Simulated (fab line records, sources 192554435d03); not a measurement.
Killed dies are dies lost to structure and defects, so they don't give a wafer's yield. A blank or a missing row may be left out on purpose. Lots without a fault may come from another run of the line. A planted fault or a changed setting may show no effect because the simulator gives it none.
fab line records | flow n5_finfet
record lots=4 wafers=12 last_day=18
route steps=1938 shown BEOL_M15@1826 PASS1_DEP@1831 MIM_BOT@1832 MIM_TOP@1834 MIM_TOP_LITHO@1839 PASSIVATION@1936
lots that met no fault: from a run of the same line without faults
start_h: hours from the record's first day to the start of the lot's first wafer shown | wait_h: hours since the lot's step before | " the same as in the row above | L1.1+2: a row that stands for several wafers | - no value, or no start given | * or withheld: withheld | < > ~ a bound
route shown NAME@n: a module of which the file shows steps, and the number in the route of the first | usual: mean/standard deviation of fault-free wafers | same: alike in all rows | chamber/n: place in a boat | sites: the reading at each site | _std_site: their standard deviation | _edge_site: outer sites' mean less inner sites' | radius_mm: how far each site lies from the wafer's centre | mask NAME#n: copy n | behind: the tool/chamber that last shaped the wafer | hold: why the lot was held/for how many hours/how that ended | device: the transistor (n, p or np) that didn't switch | end of line: the same wafers' tests at the end of the route | a step without rows: its recipe alone | killed: dies lost to structure and defects at the first sort, not the wafer's yield | map: a wafer's dies, x killed, . not, _ none there
set.NAME: the setting as run; set.NAME@STEP: as run at that earlier step | model.NAME: the simulator's own value behind a step, which no gauge read
lots at some steps of the route; a table a step, a row a wafer
## steps
# step N5_BEOL_M15_PRE_CLEAN_52
# recipe gas=NH3 time_s=15 temp_c=withheld rf_power_w=300
# step N5_BEOL_M15_DEP_53
# recipe material=SiCN target_thk_a=500 temp_c=withheld precursor=3MS/NH3 pressure_torr=3 rf_w=675 time_s=17.8
# step N5_PASSIVATION_PECVD_00
# recipe material=SiO2 target_thk_a=2000 temp_c=400 precursor=SiH4/N2O pressure_torr=2.7 rf_w=608 time_s=11.2
# step N5_MIM_BOT_DEGAS_01
# recipe ambient=vacuum temp_c=300 time_s=60
# step N5_MIM_BOT_SPUTTER_00
# recipe material=TiN target_thk_a=350 temp_c=200 power_w=3000 chamber_pressure_pa=0.49996 gas=Ar reactive_partial_pa=0.37997 time_s=89.7
# step N5_MIM_TOP_ALD_00
# recipe material=Al2O3 target_thk_a=* temp_c=withheld ald_precursor_family=TMA ald_co_reactant=O3 pulse_time_s=withheld purge_time_s=3 co_reactant_purge_time_s=withheld co_reactant_pulse_time_s=3 ald_cycles=withheld
# step N5_MIM_TOP_ALD_01
# recipe material=HfO2 target_thk_a=56 temp_c=withheld ald_precursor_family=Hf-amide ald_co_reactant=O3 pulse_time_s=1 purge_time_s=3 co_reactant_purge_time_s=2 co_reactant_pulse_time_s=3 ald_cycles=62
# step N5_MIM_TOP_ALD_02
# recipe material=Al2O3 target_thk_a=* temp_c=withheld ald_precursor_family=TMA ald_co_reactant=O3 pulse_time_s=withheld purge_time_s=3 co_reactant_purge_time_s=withheld co_reactant_pulse_time_s=3 ald_cycles=withheld
# step N5_MIM_TOP_DEGAS_04
# recipe ambient=vacuum temp_c=300 time_s=60
# step N5_MIM_TOP_SPUTTER_03
# recipe material=TiN target_thk_a=350 temp_c=200 power_w=3000 chamber_pressure_pa=0.49996 gas=Ar reactive_partial_pa=0.37997 time_s=89.7
# usual throttle_valve_pct=30.8/0.86
# columns lot.wafer tool chamber start_h wait_h throttle_valve_pct
L565.1 pvd_sputter-03 - 303.18 0.0 31.9
L565.4 " - " " 30.8
L565.5 " - " " 30.4
L569.3 pvd_sputter-03 - 316.89 0.0 31.7
L569.4 " - " " 30.3
L569.5 " - " " 31.9
L568.1 pvd_sputter-03 - 326.35 0.0 31.8
L568.3 " - " " 31.7
L568.4 " - " " 30.4
L583.1 pvd_sputter-02 - 411.06 0.0 32.5
L583.2 " - " " 29.5
L583.3 " - " " 30.5
# step N5_MIM_TOP_LITHO_HMDS_01
# recipe time_s=60 temp_c=120
# step N5_MIM_TOP_LITHO_COAT_02
# recipe spin_rpm=* resist_thk_nm=*
# step N5_MIM_TOP_LITHO_EBR_04
# recipe solvent=PGMEA ebr_width_mm=1.5
# step N5_MIM_TOP_LITHO_SOFTBAKE_03
# recipe temp_c=100 time_s=90
# step N5_MIM_TOP_LITHO_EXPOSE_05
# recipe mask_id=MIM_TOP na=0.55 source_shape=conventional sigma_outer=0.8 polarization=unpolarized target_cd_nm=2000 dose_mj=20.5
# step N5_MIM_TOP_LITHO_PEB_06
# recipe peb_temp_c=withheld peb_time_s=*
# step N5_MIM_TOP_LITHO_DEVELOP_07
# recipe develop_time_s=60 rinse_liquid=diw dry=air_spin dev_temp_c=21
# step N5_MIM_TOP_LITHO_HARDBAKE_09
# recipe temp_c=130 time_s=120
# step N5_MIM_TOP_LITHO_INSPECT_12
# recipe mode=adi inspect_instrument=macro
# usual raw_defect_count=2.1/1.5
# columns lot.wafer tool chamber start_h wait_h raw_defect_count
L565.1 defect_inspect-02 - 303.62 0.0 7
L565.4 " - " " 2
L565.5 " - " " 1
L569.3 defect_inspect-02 - 317.34 0.0 >300
L569.4 " - " " >300
L569.5 " - " " >300
L568.1 defect_inspect-02 - 326.92 0.0 >300
L568.3 " - " " >300
L568.4 " - " " >300
L583.1 defect_inspect-02 - 411.62 0.0 0
L583.2 " - " " 4
L583.3 " - " " 1
# step N5_MIM_TOP_LITHO_DESCUM_10
# recipe chemistry=O2 time_s=7.9 source_power_w=50 bias_power_w=20 pressure_mtorr=20 rf_frequency_hz=2.712e+07 temp_c=40 o2_flow_sccm=225
# step N5_PASSIVATION_PROBE_49
# usual defect_limited_yield=91.3/1.5 killed_at_M0_to_M3=31/11 killed_at_M4_up=14/5.1 killed_at_contacts=12/5.6 killed_at_front_end=42/12 killed_at_other=3.8/2.9 killed_dies=103/18 killed_open=67/14 killed_short=33/8 sort_bin_5_function=5.1/1 sort_bin_6_memory=3.2/0.75 sort_n_pass=1077/18 sort_yield_pct=91.3/1.5
# same gross_dies=1180 killed_at_back_side=0 sort_bin_4_leakage[%]=0 sort_bin_8_speed[%]=0
# columns lot.wafer tool chamber start_h wait_h defect_limited_yield[%] killed_at_M0_to_M3 killed_at_M4_up killed_at_contacts killed_at_front_end killed_at_other killed_dies killed_open killed_short sort_bin_5_function[%] sort_bin_6_memory[%] sort_n_pass sort_yield_pct[%]
L569.3 prober-01 - 326.36 0.1 78.9 49 12 5 49 134 249 67 38 12.8 3.7 931 78.9
L569.4 prober-01 - 326.41 0.2 86.1 38 13 4 39 70 164 64 33 9.6 2.4 1016 86.1
L569.5 prober-01 - 326.46 0.2 78.4 56 28 9 36 126 255 89 39 12.0 5.7 925 78.4
L568.1 prober-01 - 339.42 0.0 80.8 15 8 7 59 138 227 51 36 10.9 4.7 953 80.8
L568.3 prober-01 - 339.52 0.1 88.1 17 5 7 39 73 141 50 23 7.6 3.0 1039 88.1
L568.4 prober-01 - 339.57 0.2 81.9 16 12 14 59 112 213 56 43 11.6 3.2 967 81.9
# killed by level:class
L569.3 MIM_TOP:unspecified=130 BEOL_M0_SAQP:geometric_particle:open=15 BEOL_M0_SAQP:geometric_particle:short=15 HKMG_FIN:area_etch=13 BEOL_M1:geometric_particle:open=9 ILD0:geometric_particle:open=6 STI_FIN_REVEAL:geometric_particle:open=5 BEOL_M2:geometric_particle:open=5
L569.4 MIM_TOP:unspecified=67 BEOL_M0_SAQP:geometric_particle:open=13 FIN_SAQP:geometric_particle:open=12 BEOL_M0_SAQP:geometric_particle:short=8 FIN_SAQP:geometric_particle:short=7 DUMMY_GATE:geometric_particle:open=6 BEOL_M1:geometric_particle:open=5 BEOL_M3:geometric_particle:open=5
L569.5 MIM_TOP:unspecified=124 BEOL_M0_SAQP:geometric_particle:open=17 BEOL_M4:geometric_particle:open=15 BEOL_M0_SAQP:geometric_particle:short=14 BEOL_M1:geometric_particle:open=7 BEOL_M2:geometric_particle:open=7 ILD0:geometric_particle:open=6 MOL_CONTACT_COAG:geometric_particle:open=6
L568.1 MIM_TOP:unspecified=132 FIN_SAQP:geometric_particle:short=10 GATE_CUT:geometric_particle:short=9 HKMG_FIN:area_etch=8 FIN_SAQP:geometric_particle:open=7 GATE_CUT:geometric_particle:open=7 MOL_CONTACT_COAG:geometric_particle:open=6 STI_FIN_REVEAL:geometric_particle:open=5
L568.3 MIM_TOP:unspecified=68 FIN_SAQP:geometric_particle:open=10 FIN_SAQP:geometric_particle:short=7 STI_FIN_REVEAL:geometric_particle:open=7 MOL_CONTACT_COAG:geometric_particle:open=5 BEOL_M3:geometric_particle:open=5 GATE_CUT:geometric_particle:open=4 STI_FIN_REVEAL:geometric_particle:short=3
L568.4 MIM_TOP:unspecified=109 FIN_SAQP:geometric_particle:short=19 MOL_CONTACT_COAG:geometric_particle:open=11 FIN_SAQP:geometric_particle:open=8 GATE_CUT:geometric_particle:short=6 GATE_CUT:geometric_particle:open=5 HKMG_FIN:area_etch=5 STI_FIN_REVEAL:geometric_particle:open=4
# map L568.1 (x killed, . not)
_________________.......x..x.________________
______________..x..............._____________
___________x.......................__________
__________.......x.................._________
________..............x.....x.......xx_______
_______.......x...........x...x....x...______
______.................x......x.....x..._____
_____x......................x............____
____.....x........x.....x..............x..___
___.....................x..................__
___.....x....x...............x.x...........__
__................x......x.x..............x._
__......x................xx................._
_...x.....x..x.........x...x.................
_...x...................x.x.x.x...........x..
_.....x..............xx.x.xxx.xxxx.x.x......x
_...............x...x.xxx..xxxxx.............
_...................x.xxxxxxxxxxxx......x.x..
_.......x.......x.x..xxxxxxxxxxxx............
_..........x.......x.xxxxxxxxxxxxxxxx..x.....
_..x...x.............xxxxxxxxxxxxx.......x...
__....x..............xxxxxxxxxxxxxx....x...._
__..................xxxxxxxxxxxxx........x.._
___x..x.............xxxxxxxxxxxxx..........__
___...x...x........x.xxxxxxxxxxxx.....x...x__
____......x.x........xx.xxx.xx..x.........___
_____..............x..x..x..x....xx.x....____
______x...........x.........x.......x..._____
_______.............x............x....x______
________....x.............x..........._______
__________...............x.........x_________
___________........................__________
______________x...........xx...._____________
_________________............________________
# map L569.5 (x killed, . not)
_________________....x...x...________________
______________.x.x.......x......_____________
___________........x...............__________
__________...x..........x..........._________
________........x.x..x................_______
_______x..........................xx...______
______....x.x.........x..........x......_____
_____......................x...x........x____
____...........x............x.............___
___x..........x......x....x......x.........__
___............x..x.......x..x.............__
__..............................x.....x....x_
__.......................xx................x_
_...xx.....xx.........x....................x.
_..x...x.....x.....x......x..x..x............
_x......x.xx.x..........xx..x..x....x........
_.....x.......x....x....xxxxx.xxxx......x....
_x......x...x.x.....x.xxxxxxxxx.xx...........
_....x...........x..xxxxxxxxxxxx.x..x.....x..
_...............x...xxxxxxxxxxxx.x...x..x....
_.x.....x.....xx.....xxxxxxxxxxxx...xx.......
__.x...x.x.....x....xxxxxxxxxxxx.........xx._
__...................xxxxxxxxxxx.xx...x.x..._
___.x....x....x....xxxxxxxxxxxxxxx.........__
___....x.............xxxxxxxxxxx.x..x....x.__
____.x.....x..x..x....xxxxxx.xxx...x.x.x..___
_____xx...x.x..........xx...x...........x____
______......x...x..x.xx.........x....x.x_____
_______...............x..x.............______
________...........x.x...x....x......._______
__________....x..x.............x...._________
___________.......x............xx.x__________
______________...........x.x...._____________
_________________......x.....________________
## key
first_sign step=N5_MIM_TOP_LITHO_INSPECT_12 reading=raw_defect_count direction=up sigmas=99+ usual=2.1 struck=>300
effect step=N5_PASSIVATION_PROBE_49 reading=killed_at_other direction=up sigmas=37 usual=3.8 struck=108.8
more_kills_born_at N5_MIM_TOP_SPUTTER_03@pvd_sputter-03=630
met_at N5_MIM_TOP_SPUTTER_03
struck_wafers L568.1,L568.3,L568.4,L569.3,L569.4,L569.5
baseline_loss step=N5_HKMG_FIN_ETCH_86 wafers=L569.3
onset_between 303.18 316.89
fault kind=chamber_particle_source tool=pvd_sputter-03 chamber=- onset_h=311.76 steps=N5_MIM_TOP_SPUTTER_03 rate_per_visit_cm2=1.1251 end_h=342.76
# baseline_loss: these wafers lose ten dies or more at that step, a loss of the line's own and not of a fault; the sort's usual values leave them out
